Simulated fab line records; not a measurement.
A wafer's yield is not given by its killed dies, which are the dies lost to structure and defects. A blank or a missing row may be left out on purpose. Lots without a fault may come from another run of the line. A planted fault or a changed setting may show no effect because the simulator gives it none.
Chamber matching	flow nand harc	NHARC_P_M0_STRIP_18 on rie diel-08 has 4 sister chambers
The step strips in N2/H2. 18 wafers are shown with their chamber, then 9 later ones without.

## EACH WAFER AND ITS CHAMBER
wafer	chamber	showerhead plenum p Torr (Torr)	drypump motor current A (A)	rf vpp V (V)
L812.2	2	2.16	5.31	91.6
L812.4	1	2.02	6.12	90.3
L812.5	1	2.02	6.13	91.5
L814.3	1	2.02	6.10	90.5
L814.5	0	2.03	5.63	90.8
L814.6	3	2.18	5.63	90.7
L819.4	0	2.03	5.65	89.7
L819.5	1	2.02	6.13	91.4
L819.6	2	2.16	5.29	91.4
L820.2	2	2.16	5.28	92.0
L820.5	1	2.02	6.16	89.8
L820.6	0	2.03	5.65	91.4
L822.2	1	2.02	6.14	91.2
L822.5	3	2.17	5.62	90.7
L822.6	2	2.16	5.28	92.0
L823.1	2	2.16	5.30	90.7
L823.4	3	2.17	5.62	91.0
L823.6	3	2.17	5.59	90.8

SIGNATURES, as means of the wafers listed above
reading	chamber 0	chamber 1	chamber 2	chamber 3	scatter within a chamber
showerhead plenum p Torr	2.0300	2.0200	2.1600	2.1725	0.00231
drypump motor current A	5.6433	6.1300	5.2920	5.6150	0.0166
rf vpp V	90.633	90.783	91.540	90.800	0.6
Rule: for each reading, subtract the chamber's mean from the wafer's reading, divide by that reading's scatter and square the result; add these up over the readings and take the root, which gives the wafer's distance from the chamber. The wafer belongs to the nearest chamber; if the next one is less than 2 further off, it can't be placed. The scatter is the square root of a quotient: the sum, over the shown wafers, of each reading's squared deviation from its chamber's mean, divided by wafers minus chambers.

## WAFERS WHOSE CHAMBER IS MISSING
wafer	showerhead plenum p Torr (Torr)	drypump motor current A (A)	rf vpp V (V)
L824.1	2.02	6.16	91.7
L824.2	2.17	5.60	92.9
L824.5	2.17	5.59	90.3
L829.1	2.03	5.62	89.8
L829.2	2.15	5.29	93.6
L829.6	2.15	5.29	91.9
L830.2	2.01	6.13	90.9
L830.4	2.17	5.64	91.4
L830.5	2.01	6.07	89.9

## CHAMBER TAKEN BY EACH
wafer	from the rows above	in truth
L824.1	1	1
L824.2	3	3
L824.5	3	3
L829.1	0	0
L829.2	2	2
L829.6	2	2
L830.2	1	1
L830.4	3	3
L830.5	1	1
Correct placement for 9 of the 9. Left unplaced by these rows: 0. 0 placed wrongly.
